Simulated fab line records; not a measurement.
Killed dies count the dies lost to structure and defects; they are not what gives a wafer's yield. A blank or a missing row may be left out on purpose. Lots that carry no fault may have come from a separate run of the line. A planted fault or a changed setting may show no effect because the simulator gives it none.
fab line records | flow nandHarc
record lots=6 wafers=18 lastDay=32
route steps=1302 shown P_GATE@207 P_CONTACT@217 END@1302
lots with no fault: from the same line, run without faults
startH: start of the lot's first displayed wafer, in hours after the record's first day | waitH: hours from the lot's prior step to this one | " unchanged from the row above | L1.1+2: a row that stands for several wafers | - value missing, or start not given | * or withheld: withheld | < > ~ a bound
route shown NAME@n: names a module that has steps shown in the file, with the first one's number in the route | usual: mean/standard deviation taken from wafers without a fault | same: alike in all rows | chamber/n: place in a boat | sites: per-site readings | _std_site: their standard deviation | _edge_site: inner sites' mean taken away from outer sites' mean | radiusMm: how far each site lies from the wafer's centre | mask NAME#n: copy n | behind: the tool/chamber that last shaped the wafer | hold: reason for holding the lot/hours on hold/outcome of the hold | device: names the non-switching transistor (n, p or np) | end of line: at the end of the route, the tests of the same wafers | where a step has no rows: the recipe by itself | killed: at the first sort, the dies lost to defects and structure; wafer yield is something else | map: dies across one wafer; x = killed, . = not, _ = none there
set.NAME: the setting the step ran with; set.NAME@STEP: the setting that earlier step ran with | model.NAME: the simulator's own value behind a step, which no gauge read
lots at selected steps of the route; one table per step, one row per wafer
services: when a tool's chamber went out of use (startH, in hours from the record's first day, below 0 if earlier), for how many hours, and the reason
## steps
# step NHARC_P_GATE_RTA_64
# recipe tempC=1050 timeS=1
# usual lampPowerPct=31.5/1.1 lamp_zone_3_pct=31.5/1.1 lamp_zone_4_pct=31.5/1.1 wafer_temp_C_max=1058.8/1.6
# columns lot.wafer tool chamber startH waitH lampPowerPct lamp_zone_3_pct lamp_zone_4_pct wafer_temp_C_max
L429.1 rtpAnneal-01 0 111.36 - 30.6 30.6 30.6 1058.5
L429.2 " 0 " " 30.6 30.6 30.6 1057.5
L429.5 " 0 " " 30.6 30.6 30.6 1057.9
L431.1 rtpAnneal-01 0 131.75 - 30.6 30.6 30.6 1058.2
L431.2 " 0 " " 30.6 30.7 30.6 1059.9
L431.3 " 0 " " 30.6 30.7 30.6 1060.2
L441.1 rtpAnneal-02 0 230.36 - 33.0 32.9 32.9 1061.2
L441.2 " 0 " " 33.0 33.0 33.0 1063.1
L441.5 " 0 " " 33.0 33.0 33.0 1057.4
L442.1 rtpAnneal-02 0 242.16 - 33.0 33.0 33.0 1061.1
L442.3 " 0 " " 33.0 33.0 33.0 1058.8
L442.5 " 0 " " 33.0 33.0 32.9 1060.2
L443.1 rtpAnneal-02 0 261.69 - 32.9 33.0 33.0 1059.2
L443.3 " 0 " " 32.9 33.0 32.9 1061.5
L443.4 " 0 " " 33.0 32.9 33.0 1056.8
L449.2 rtpAnneal-02 0 309.70 - 33.0 32.9 33.0 1058.6
L449.5 " 0 " " 32.9 33.0 33.0 1059.6
L449.6 " 0 " " 33.0 33.0 33.0 1061.0
# step NHARC_P_GATE_ETCH_77
# recipe targetDepthA=60 chemistry=dHF material=SiO2
# step NHARC_P_GATE_DEGAS_109
# recipe tempC=300 timeS=60
# step NHARC_P_GATE_PRE_CLEAN_110
# recipe timeS=30 biasV=200 gas=Ar
# step NHARC_P_GATE_SPUTTER_78
# recipe targetThkA=100 material=Ni
# step NHARC_P_GATE_SPUTTER_79
# recipe targetThkA=100 material=TiN
# step NHARC_P_GATE_RTA_80
# recipe tempC=300 timeS=30
# usual wafer_temp_C_max=302.6/0.44
# columns lot.wafer tool chamber startH waitH wafer_temp_C_max
L429.1 rtpAnneal-02 0 111.99 - 302.9
L429.2 " 0 " " 302.4
L429.5 " 0 " " 302.4
L431.1 rtpAnneal-02 0 132.35 - 302.5
L431.2 " 0 " " 302.0
L431.3 " 0 " " 301.8
L441.1 rtpAnneal-01 0 231.11 - 302.4
L441.2 " 0 " " 302.5
L441.5 " 0 " " 302.7
L442.1 rtpAnneal-02 0 242.77 - 301.8
L442.3 " 0 " " 301.9
L442.5 " 0 " " 303.0
L443.1 rtpAnneal-02 0 262.29 - 302.3
L443.3 " 0 " " 302.7
L443.4 " 0 " " 302.8
L449.2 rtpAnneal-01 0 310.30 - 302.2
L449.5 " 0 " " 302.4
L449.6 " 0 " " 302.3
# step NHARC_P_GATE_STRIP_67
# recipe timeS=600 tempC=130 chemistry=SPM
# step NHARC_P_GATE_RTA_82
# recipe tempC=450 timeS=30
# usual lampPowerPct=3.71/0.14 lamp_zone_3_pct=3.71/0.14 lamp_zone_4_pct=3.71/0.14 wafer_temp_C_max=454.0/0.73
# columns lot.wafer tool chamber startH waitH lampPowerPct lamp_zone_3_pct lamp_zone_4_pct wafer_temp_C_max
L429.1 rtpAnneal-01 0 112.44 - 3.59 3.58 3.59 455.0
L429.2 " 0 " " 3.59 3.59 3.58 453.5
L429.5 " 0 " " 3.59 3.59 3.58 453.4
L431.1 rtpAnneal-02 0 132.81 - 3.86 3.86 3.86 454.4
L431.2 " 0 " " 3.86 3.86 3.86 453.9
L431.3 " 0 " " 3.85 3.86 3.85 455.8
L441.1 rtpAnneal-01 0 231.62 - 3.59 3.58 3.58 453.6
L441.2 " 0 " " 3.58 3.59 3.58 453.4
L441.5 " 0 " " 3.59 3.59 3.58 454.0
L442.1 rtpAnneal-01 0 243.23 - 3.58 3.58 3.58 454.4
L442.3 " 0 " " 3.59 3.58 3.59 455.3
L442.5 " 0 " " 3.58 3.58 3.58 454.4
L443.1 rtpAnneal-01 0 262.75 - 3.59 3.58 3.58 453.8
L443.3 " 0 " " 3.59 3.59 3.58 454.6
L443.4 " 0 " " 3.58 3.59 3.58 453.5
L449.2 rtpAnneal-01 0 310.83 - 3.59 3.59 3.59 454.3
L449.5 " 0 " " 3.58 3.58 3.59 453.7
L449.6 " 0 " " 3.59 3.58 3.59 453.8
# step NHARC_P_GATE_INSPECT_68
# usual rawDefectCount=199/70
# columns lot.wafer tool chamber startH waitH rawDefectCount
L429.1 defectInspect-01 - 112.64 0.2 148
L429.2 " - " " 157
L429.5 " - " " 200
L431.1 defectInspect-02 - 133.01 0.2 217
L431.2 " - " " 300
L431.3 " - " " 285
L441.1 defectInspect-01 - 231.81 0.2 151
L441.2 " - " " 143
L441.5 " - " " 155
L442.1 defectInspect-01 - 243.43 0.2 253
L442.3 " - " " 147
L442.5 " - " " 179
L443.1 defectInspect-02 - 262.95 0.2 319
L443.3 " - " " 179
L443.4 " - " " 187
L449.2 defectInspect-02 - 311.00 0.1 84
L449.5 " - " " 157
L449.6 " - " " 92
# step NHARC_P_CONTACT_DEP_30
# recipe targetThkA=300 tempC=400 targetThkNm=30 flowSccm=200 rfW=450 material=SiNx
# usual heaterPowerW=660/55
# columns lot.wafer tool chamber startH waitH heaterPowerW
L429.2 pecvd-02 1 112.71 0.1 718
L429.1 " 0 " " 674
L429.5 " 0 " " 668
L431.3 pecvd-04 0 133.07 0.1 636
L431.1 " 1 " " 650
L431.2 " 2 " " 684
L441.2 pecvd-04 0 231.92 0.1 652
L441.1 " 1 " " 620
L441.5 " 2 " " 565
L442.3 pecvd-02 2 243.50 0.1 740
L442.1 " 0 " " 619
L442.5 " 0 " " 641
L443.1 pecvd-01 0 263.02 0.1 572
L443.3 " 1 " " 646
L443.4 " 0 " " 596
L449.2 pecvd-04 0 311.15 0.1 595
L449.5 " 2 " " 597
L449.6 " 0 " " 587
# step NHARC_P_CONTACT_DEP_00
# recipe targetThkA=5000 tempC=400 pressureTorr=6.5 rfW=900 teosFlowSccm=161.4 flowSccm=2650 targetThkNm=500 gas=O2 material=SiO2
# usual chamberPressureTorr=6.501/0.015 heaterPowerW=494/69 throttleValvePct=16.1/0.38
# columns lot.wafer tool chamber startH waitH chamberPressureTorr heaterPowerW throttleValvePct
L429.2 pecvd-02 1 - - 6.492 657 15.6
L429.1 " 0 " " 6.491 540 16.4
L429.5 " 0 " " 6.485 545 16.6
L431.3 pecvd-04 0 - - 6.501 437 16.3
L431.1 " 1 " " 6.496 549 15.7
L431.2 " 2 " " 6.481 497 15.7
L441.2 pecvd-04 0 - - 6.485 396 16.5
L441.1 " 1 " " 6.499 483 15.9
L441.5 " 2 " " 6.505 515 15.8
L442.3 pecvd-02 2 - - 6.502 618 16.0
L442.1 " 0 " " 6.530 506 16.2
L442.5 " 0 " " 6.515 523 16.0
L443.1 pecvd-01 0 - - 6.497 453 16.5
L443.3 " 1 " " 6.492 440 15.9
L443.4 " 0 " " 6.489 461 16.3
L449.2 pecvd-04 0 - - 6.501 414 16.7
L449.5 " 2 " " 6.492 459 16.0
L449.6 " 0 " " 6.512 441 16.3
# step NHARC_P_CONTACT_CMP_01
# recipe targetThkNm=200 material=SiO2
# usual edgeZonePressureFrac=1.000/0.0049 motorCurrentA=12.0/0.81 retainingRingPressureFrac=1.000/0.0046
# columns lot.wafer tool chamber startH waitH edgeZonePressureFrac motorCurrentA retainingRingPressureFrac
L429.2 cmp-02 1 113.53 - 1.001 11.6 1.001
L429.1 " 3 " " 1.002 12.2 1.001
L429.5 " 2 " " 1.006 11.9 0.997
L431.1 cmp-04 1 133.79 - 0.997 11.2 0.996
L431.2 " 3 " " 1.000 12.3 1.006
L431.3 " 0 " " 0.996 11.4 0.992
L441.2 cmp-04 1 232.61 - - - -
L441.1 " 3 " " - - -
L441.5 " 1 " " - - -
L442.1 cmp-02 3 244.24 - - - -
L442.3 " 0 " " - - -
L442.5 " 2 " " - - -
L443.1 cmp-04 3 263.73 - 1.012 12.9 0.999
L443.3 " 0 " " 0.996 11.6 1.000
L443.4 " 2 " " 1.004 11.1 1.003
L449.2 cmp-01 0 311.83 - 0.999 13.3 0.999
L449.5 " 3 " " 1.007 11.1 0.999
L449.6 " 0 " " 1.003 12.7 0.994
# step NHARC_END_SORT_01
# recipe tempC=25
# usual killedAtArray=60/21 killedAtOther=1.0/1.2 killedAtPeriphery=4.2/2.8 killedDies=65/20 killedOpen=3.1/1.8 killedShort=2.6/1.6
# same grossDies=677
# columns lot.wafer tool chamber startH waitH killedAtArray killedAtOther killedAtPeriphery killedDies killedOpen killedShort
L441.1 prober-01 0 664.14 2.5 89 0 588 677 2 4
L441.2 prober-01 0 664.93 2.8 60 0 617 677 3 1
L441.5 prober-01 0 667.29 3.7 61 0 616 677 0 0
L442.1 prober-01 0 693.30 2.5 42 0 635 677 3 2
L442.3 prober-01 0 694.92 3.1 50 0 627 677 3 1
L442.5 prober-01 0 696.55 3.7 43 0 634 677 3 4
# killed by level:class
L441.1 P_CONTACT:areaCmp=587 A_CHANNEL_HOLE_D1:chamberFilmFlake=35 A_CHANNEL_HOLE_D2:chamberFilmFlake=26 A_STAIRCASE:chamberFilmFlake=7 A_M0:chamberFilmFlake=5 A_ZERO_WELL:chamberFilmFlake=4 A_CONTACT:chamberFilmFlake=3 A_DECK1_JOINT:chamberFilmFlake=2
L441.2 P_CONTACT:areaCmp=614 A_CHANNEL_HOLE_D1:chamberFilmFlake=37 A_CHANNEL_HOLE_D2:chamberFilmFlake=9 A_ZERO_WELL:chamberFilmFlake=4 A_STAIRCASE:chamberFilmFlake=4 A_CONTACT:chamberFilmFlake=2 A_DECK1_JOINT:chamberFilmFlake=2 P_GATE:geometricParticle:open=1
L441.5 P_CONTACT:areaCmp=615 A_CHANNEL_HOLE_D1:chamberFilmFlake=35 A_CHANNEL_HOLE_D2:chamberFilmFlake=13 A_ZERO_WELL:chamberFilmFlake=2 A_CHANNEL_FILL_D1:chamberFilmFlake=2 A_DECK1_JOINT:chamberFilmFlake=2 A_STAIRCASE:chamberFilmFlake=2 A_CONTACT:chamberFilmFlake=2
L442.1 P_CONTACT:areaCmp=629 A_SLIT:chamberFilmFlake=14 A_CHANNEL_HOLE_D1:chamberFilmFlake=9 P_CONTACT:chamberFilmFlake=6 A_WL_FILL:chamberFilmFlake=5 A_CONTACT:chamberFilmFlake=3 A_ZERO_WELL:chamberFilmFlake=2 A_BLC:chamberFilmFlake=2
L442.3 P_CONTACT:areaCmp=620 A_SLIT:chamberFilmFlake=37 A_CHANNEL_HOLE_D1:chamberFilmFlake=6 P_CONTACT:chamberFilmFlake=4 A_WL_FILL:chamberFilmFlake=3 P_CONTACT:geometricParticle:open=2 A_CONTACT:chamberFilmFlake=2 P_ZERO_WELL:geometricParticle:short=1
L442.5 P_CONTACT:areaCmp=631 A_SLIT:chamberFilmFlake=27 A_CHANNEL_HOLE_D1:chamberFilmFlake=6 A_M0:geometricParticle:open=2 A_M0:geometricParticle:short=2 A_STAIRCASE:chamberFilmFlake=2 P_CONTACT:geometricParticle:open=1 A_DECK1_JOINT:geometricParticle:short=1
# map L441.1 (x killed, . not)
____________x____________
_________xxxxxxx_________
_______xxxxxxxxxxx_______
______xxxxxxxxxxxxx______
_____xxxxxxxxxxxxxxx_____
____xxxxxxxxxxxxxxxxx____
____xxxxxxxxxxxxxxxxx____
___xxxxxxxxxxxxxxxxxxx___
___xxxxxxxxxxxxxxxxxxx___
__xxxxxxxxxxxxxxxxxxxxx__
__xxxxxxxxxxxxxxxxxxxxx__
_xxxxxxxxxxxxxxxxxxxxxxx_
_xxxxxxxxxxxxxxxxxxxxxxx_
_xxxxxxxxxxxxxxxxxxxxxxx_
_xxxxxxxxxxxxxxxxxxxxxxx_
_xxxxxxxxxxxxxxxxxxxxxxx_
xxxxxxxxxxxxxxxxxxxxxxxxx
xxxxxxxxxxxxxxxxxxxxxxxxx
xxxxxxxxxxxxxxxxxxxxxxxxx
xxxxxxxxxxxxxxxxxxxxxxxxx
xxxxxxxxxxxxxxxxxxxxxxxxx
_xxxxxxxxxxxxxxxxxxxxxxx_
_xxxxxxxxxxxxxxxxxxxxxxx_
_xxxxxxxxxxxxxxxxxxxxxxx_
_xxxxxxxxxxxxxxxxxxxxxxx_
_xxxxxxxxxxxxxxxxxxxxxxx_
__xxxxxxxxxxxxxxxxxxxxx__
__xxxxxxxxxxxxxxxxxxxxx__
___xxxxxxxxxxxxxxxxxxx___
___xxxxxxxxxxxxxxxxxxx___
____xxxxxxxxxxxxxxxxx____
____xxxxxxxxxxxxxxxxx____
_____xxxxxxxxxxxxxxx_____
______xxxxxxxxxxxxx______
_______xxxxxxxxxxx_______
_________xxxxxxx_________
____________x____________
# map L442.1 (x killed, . not)
____________x____________
_________xxxxxxx_________
_______xxxxxxxxxxx_______
______xxxxxxxxxxxxx______
_____xxxxxxxxxxxxxxx_____
____xxxxxxxxxxxxxxxxx____
____xxxxxxxxxxxxxxxxx____
___xxxxxxxxxxxxxxxxxxx___
___xxxxxxxxxxxxxxxxxxx___
__xxxxxxxxxxxxxxxxxxxxx__
__xxxxxxxxxxxxxxxxxxxxx__
_xxxxxxxxxxxxxxxxxxxxxxx_
_xxxxxxxxxxxxxxxxxxxxxxx_
_xxxxxxxxxxxxxxxxxxxxxxx_
_xxxxxxxxxxxxxxxxxxxxxxx_
_xxxxxxxxxxxxxxxxxxxxxxx_
xxxxxxxxxxxxxxxxxxxxxxxxx
xxxxxxxxxxxxxxxxxxxxxxxxx
xxxxxxxxxxxxxxxxxxxxxxxxx
xxxxxxxxxxxxxxxxxxxxxxxxx
xxxxxxxxxxxxxxxxxxxxxxxxx
_xxxxxxxxxxxxxxxxxxxxxxx_
_xxxxxxxxxxxxxxxxxxxxxxx_
_xxxxxxxxxxxxxxxxxxxxxxx_
_xxxxxxxxxxxxxxxxxxxxxxx_
_xxxxxxxxxxxxxxxxxxxxxxx_
__xxxxxxxxxxxxxxxxxxxxx__
__xxxxxxxxxxxxxxxxxxxxx__
___xxxxxxxxxxxxxxxxxxx___
___xxxxxxxxxxxxxxxxxxx___
____xxxxxxxxxxxxxxxxx____
____xxxxxxxxxxxxxxxxx____
_____xxxxxxxxxxxxxxx_____
______xxxxxxxxxxxxx______
_______xxxxxxxxxxx_______
_________xxxxxxx_________
____________x____________
## services
# columns tool chamber startH hours kind
cmp-01 - 87.50 4.0 pm
pecvd-04 - 88.14 13.0 pm
pecvd-04 0 88.14 13.0 ventCycle
cmp-04 - 111.08 4.0 pm
pecvd-01 - 130.05 13.0 pm
cmp-02 - 134.58 4.0 pm
pecvd-04 - 136.37 0.5 repair
pecvd-01 1 144.67 20.0 repair
cmp-02 - 163.65 1.8 repair
cmp-04 - 166.10 0.3 repair
cmp-01 - 179.81 1.3 repair
cmp-01 - 185.50 4.0 pm
cmp-04 - 206.57 0.9 repair
cmp-04 - 209.08 4.0 pm
pecvd-02 - 227.00 13.0 pm
cmp-01 - 227.82 3.5 repair
cmp-02 - 232.58 4.0 pm
pecvd-04 - 269.14 13.0 pm
cmp-01 - 270.18 2.5 repair
cmp-01 - 283.55 4.0 pm
pecvd-04 - 287.53 0.9 repair
cmp-04 - 296.77 1.7 repair
cmp-04 - 307.08 4.0 pm
pecvd-01 - 311.07 13.0 pm
## key
firstSign step=NHARC_P_CONTACT_CMP_01 reading=toolRecord direction=missing
effect step=NHARC_END_SORT_01 reading=killedAtPeriphery direction=up sigmas=99+ usual=4.2 struck=619.5
moreKillsBornAt NHARC_P_CONTACT_CMP_01@cmp-02=1880 NHARC_P_CONTACT_CMP_01@cmp-04=1816
metAt NHARC_P_CONTACT_CMP_01
struckWafers L441.1,L441.2,L441.5,L442.1,L442.3,L442.5
laterRowsLeftOut L441.1,L441.2,L441.5,L442.1,L442.3,L442.5
testerLeftOut L441,L442
onsetBetween 133.79 232.61
fault kind=skippedStepWhole tool=cmp-02,cmp-04 chamber=- onsetH=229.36 steps=NHARC_P_CONTACT_CMP_01 scope=struckLotsOnly
# testerLeftOut: of these lots the tester's yield and bins aren't shown, on N5 and GAA mostly nor the transistor test; their killed dies are dies lost to structure and defects alone, not to doping, threshold or leakage, so they don't give the yield
# laterRowsLeftOut: the simulator's readings of these wafers behind a module that went badly wrong aren't trusted and aren't shown, but for the sort
